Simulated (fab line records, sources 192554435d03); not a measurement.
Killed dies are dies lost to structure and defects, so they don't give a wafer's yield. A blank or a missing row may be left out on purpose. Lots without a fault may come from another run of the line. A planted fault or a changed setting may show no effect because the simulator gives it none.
A struck lot beside a sound one | flow n5_finfet | 15 steps out of a route of 1938
Sound: wafers L316.3, L316.4, L316.5. Struck: wafers L327.1, L327.3, L327.6. The cause comes at the end.
At each step with rows: each side's tool, then ch and its chambers, then its first start. Under that, the readings that differ: sound wafers | struck wafers | difference of the means | sigmas: that difference in standard deviations of wafers without a fault.
alike: readings whose means differ by less than 2 such deviations, and words and numbers that are the same on both sides. not compared: withheld readings, readings that some wafer has no value for, bounds like >300 that may hide the same value, and numbers for which the record gives no deviation and whose values overlap.
The two part at a step that has a row with sigmas, a row that says differs or no value, or rows on one side only. Numbers that don't overlap but have no deviation are shown without sigmas and don't part them. A reading that every wafer of one side lacks parts them only if that side has two wafers or more.

first, 1 step without rows for these wafers: N5_BEOL_M1_SPUTTER_92 (material Cu, target thk 4.5 nm, time 8.29 s).
N5_BEOL_M1_ANNEAL_93: time 240 s.
  sound on pvd_sputter-01, day 12 08:28; struck on pvd_sputter-02, day 10 20:48
  alike: heater_power_w
N5_BEOL_M1_SPUTTER_94: material Cu, target thk 4.5 nm, time 8.29 s.
  sound on pvd_sputter-01, day 12 08:37; struck on pvd_sputter-02, day 10 20:56
  alike: chuck_sensor_temp_C, throttle_valve_pct
then, 3 steps without rows for these wafers: N5_BEOL_M1_ANNEAL_95 (time 240 s); N5_BEOL_M1_SPUTTER_96 (material Cu, target thk 4.5 nm, time 8.29 s); N5_BEOL_M1_ECD_50 (material Cu, target thk 300 nm).
N5_BEOL_M1_ANNEAL_51: time 90 s.
  sound on rtp_anneal-02 ch 0, day 12 09:07; struck on rtp_anneal-02 ch 0, day 10 21:22
  alike: anneal_temp_c, wafer_temp_C_max
then, 1 step without rows for these wafers: N5_BEOL_M1_CMP_52 (polishes, stops on SiOC, t overpolish 6.8 s, target thk 40 nm).
N5_BEOL_M1_THK_MEAS_53: measures by xrf.
  sound on film_metro-01, day 12 09:37; struck on film_metro-02, day 10 21:58
  alike: M1_THK
N5_BEOL_M1_PRE_CLEAN_60: time 15 s.
  sound on cvd_co-02 ch 0,1, day 12 09:40; struck on cvd_co-01 ch 1,2, day 10 22:01
  alike: heater_power_w
N5_BEOL_M1_CO_CAP_55: material Co, precursor CCTBA/H2, target thk 2 nm, time 102.1 s.
  sound on cvd_co-02 ch 0,1, day 12 09:42; struck on cvd_co-01 ch 1,2, day 10 22:03
  alike: heater_power_w
then, 1 step without rows for these wafers: N5_BEOL_M1_PRE_CLEAN_56 (time 15 s).
N5_BEOL_M1_DEP_57: deposits SiCN from 3MS/NH3, target thk 8 nm, time 14 s.
  sound on pecvd-02 ch 0,2, day 12 09:49; struck on pecvd-03 ch 0,2, day 10 22:10
  no value came back on the struck wafers for chamber_pressure_Torr (Torr), rf_fwd_power_W (W), showerhead_plenum_p_Torr (Torr), throttle_valve_pct (%); on the sound wafers chamber_pressure_Torr (Torr) reads 2.991 3.004 2.990
N5_BEOL_M4_RC_MEAS_101:
  the record has rows for the sound wafers here (prober-02 ch 0, day 15 11:36) and none for the struck ones
-- the record jumps here: 8 days lie between the struck wafers' starts before and after (it left off in module BEOL_M4 and takes up again in module PASSIVATION, whose first step shown is number 1936 of the route) --
N5_PASSIVATION_PROBE_49:
  the record has rows for the struck wafers here (prober-01, day 18 17:53) and none for the sound ones

WHERE THEY PART
First at N5_BEOL_M1_DEP_57; last, within this record, at N5_PASSIVATION_PROBE_49.

WHY: what the simulator had put in
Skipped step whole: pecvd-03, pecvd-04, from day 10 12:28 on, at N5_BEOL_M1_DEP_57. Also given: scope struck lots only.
